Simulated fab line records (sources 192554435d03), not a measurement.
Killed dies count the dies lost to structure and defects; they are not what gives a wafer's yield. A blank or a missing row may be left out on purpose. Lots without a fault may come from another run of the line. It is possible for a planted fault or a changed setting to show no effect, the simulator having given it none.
Comparing a struck lot with a sound one | flow n5_finfet | 35 steps out of a route of 1938
Sound: the wafers L227.2, L227.4, L227.6. The struck wafers were L236.2, L236.3, L236.6. Last of all comes the cause.
Each step with rows lists, per side, the tool, then ch with its chambers, then its first start. Under that, the readings that differ: sound wafers | struck wafers | difference of the means | sigmas: that difference in standard deviations of wafers without a fault.
alike: readings with means less than 2 such deviations apart, plus words and numbers identical on both sides. not compared: withheld readings, readings lacking a value on some wafer, bounds such as >300 that could conceal the same value, and numbers that have no deviation in the record and whose values overlap.
A row with sigmas, a row that says differs or no value, or rows on one side alone: a step with any of these is where the two part. Non-overlapping numbers with no deviation appear without sigmas and do not part them. A reading that every wafer of one side lacks parts them only if that side has two wafers or more.

first, 10 steps without rows for these wafers: N5_GATE_CUT_DESCUM_18 (chemistry O2, time 7 s); N5_GATE_CUT_ETCH_28 (etches underlayer in N2/H2, target depth 13 nm, time 10.4 s); N5_GATE_CUT_ETCH_36 (etches SiARC in CF4, target depth 13 nm, time 21.7 s); N5_GATE_CUT_ETCH_37 (etches SOC in N2/H2, target depth 60 nm, overetch 12 nm, time 90 s); N5_GATE_CUT_STRIP_38 (strips in N2/H2); N5_GATE_CUT_STRIP_39 (strips in N2/H2); N5_GATE_CUT_HM_OPEN_40 (chemistry C4F6/O2, target SiO2, target depth 139 nm, time 85.1 s); N5_GATE_CUT_STRIP_41 (strips in CF4); N5_GATE_CUT_STRIP_42 (strips in O2); N5_GATE_CUT_ETCH_19 (etches SiNx in CH3F/O2, target depth 53.7 nm, time 76.7 s).
N5_GATE_CUT_CUT_ETCH_53: etches W in SF6/Cl2, target depth 79.2 nm.
  sound on rie_metal-01 ch 0,1, day 4 11:35; struck on rie_metal-03 ch 0, day 7 00:04
  alike: drypump_motor_current_A, etch_rf_on_time_s, oes_product_au, throttle_valve_pct
  not compared: rf_hours_counter_h
then, 23 steps without rows for these wafers: N5_GATE_CUT_CUT_ETCH_54 (etches TiN in Cl2/BCl3, target depth 96.7 nm); N5_GATE_CUT_CUT_ETCH_55 (etches HfO2 in BCl3, target depth 3.2 nm); N5_GATE_CUT_ETCH_47 (etches SiO2 in Cl2/BCl3, target depth 10 nm); N5_GATE_CUT_VAPOR_ETCH_48 (etches TiN in BCl3/Cl2); N5_GATE_CUT_VAPOR_ETCH_49 (etches TiAlC in BCl3/Cl2); N5_GATE_CUT_VAPOR_ETCH_51 (etches HfO2 in BCl3/Cl2); N5_GATE_CUT_STRIP_21 (strips in N2/H2, time 30 s); N5_GATE_CUT_STRIP_29 (strips in post etch residue remover, time 60 s); N5_GATE_CUT_SRD_52 (time 30 s); N5_GATE_CUT_ALD_22 (deposits SiNx, target thk 16 nm, pulse time 1 s, ald cycles 320); N5_GATE_CUT_CMP_23 (polishes, stops on SiO2, t overpolish 23.4 s, target thk 16 nm); N5_GATE_CUT_CMP_43 (polishes SiO2); N5_GATE_CUT_CMP_61 (polishes, stops on SiNx, t overpolish 3 s); N5_MOL_CONTACT_COAG_COAT_103 (time 60 s, resist thk 80 nm); N5_MOL_CONTACT_COAG_COAT_104 (time 60 s, resist thk 12 nm); N5_MOL_CONTACT_COAG_COAT_58 (time 60 s, resist thk 10 nm); N5_MOL_CONTACT_COAG_COAT_02 (resist thk 30 nm); N5_MOL_CONTACT_COAG_EBR_04; N5_MOL_CONTACT_COAG_SOFTBAKE_03 (time 60 s); N5_MOL_CONTACT_COAG_EXPOSE_05 (exposes mask CA, defocus 0 nm); N5_MOL_CONTACT_COAG_PEB_06 (peb time 60 s); N5_MOL_CONTACT_COAG_DEVELOP_07 (develop time 30 s); N5_MOL_CONTACT_COAG_DESCUM_13 (chemistry O2, time 7 s).
-- a jump in the record: the struck wafers' starts before and after are 10 days apart (it breaks off in module MOL_CONTACT_COAG and resumes in module PASSIVATION, where the first step shown is number 1936 of the route) --
N5_PASSIVATION_PROBE_49:
  sound on prober-02 at day 15 01:40; struck on prober-01 at day 16 13:50
  reading                  | sound          | struck         | difference | sigmas
  defect_limited_yield (%) | 90.8 89.2 91.1 | 80.7 80.1 80.9 | -9.8       | -7
  killed_at_front_end      | 46 49 45       | 160 165 147    | +111       | +9
  killed_dies              | 108 128 105    | 228 235 225    | +116       | +7
  sort_bin_5_function (%)  | 5.1 6.9 6.6    | 12.6 12.2 11.0 | +5.7       | +6
  sort_n_pass              | 1072 1052 1075 | 952 945 955    | -116       | -7
  sort_yield_pct (%)       | 90.8 89.2 91.1 | 80.7 80.1 80.9 | -9.8       | -7
  alike: killed_at_M0_to_M3, killed_at_M4_up, killed_at_contacts, killed_at_other, killed_open, killed_short, sort_bin_6_memory

## WHERE THEY PART
Only at N5_PASSIVATION_PROBE_49, as far as this record shows.

WHY: whatever the simulator had introduced
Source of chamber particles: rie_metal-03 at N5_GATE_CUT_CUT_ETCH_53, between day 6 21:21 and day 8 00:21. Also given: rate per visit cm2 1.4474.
